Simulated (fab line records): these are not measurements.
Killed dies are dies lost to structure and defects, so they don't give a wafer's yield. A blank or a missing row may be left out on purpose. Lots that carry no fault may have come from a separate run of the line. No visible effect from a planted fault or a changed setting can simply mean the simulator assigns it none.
Chamber matching    flow nandHarc    4 sister chambers for NHARC_A_CHANNEL_FILL_D1_ALD_16 on aldHk-03
The step deposits SiO2, target thk 1.5 nm, pulse time 10 s, ald cycles 15. 4 wafers are shown with their chamber, then 7 later ones without.

== WAFERS PAIRED WITH THEIR CHAMBERS ==
wafer   chamber  heaterPowerW (W)
L086.3  3        368
L088.2  1        503
L087.2  2        484
L087.3  0        460

== WAFERS MISSING THEIR CHAMBER ==
wafer   heaterPowerW (W)
L087.5  496
L091.1  463
L091.2  367
L091.6  376
L097.1  492
L097.2  369
L097.5  490

== WHICH CHAMBER EACH ONE RAN IN ==
wafer   from the rows above      in truth
L087.5  can't be placed: 1 or 2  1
L091.1  0                        0
L091.2  3                        3
L091.6  3                        3
L097.1  can't be placed: 2 or 1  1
L097.2  3                        3
L097.5  can't be placed: 2 or 1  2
Placed correctly: 4 of 7. Can't be placed from these rows: 3 (the true chamber is among the candidates in 3). Wrongly placed: 0.
How it was worked out, from the rows above alone: a wafer's distance from a chamber is the root of the sum, over the readings, of the square of ((its reading less the chamber's mean) divided by the reading's scatter). If the next closest chamber is less than 2 further off than the closest, the wafer can't be placed; otherwise it belongs to the closest. For every chamber, the mean is computed from those of its wafers that are shown. The scatter: with one shown wafer a chamber, the root of the mean of the squares of how far each hidden wafer lies from its nearest shown one.
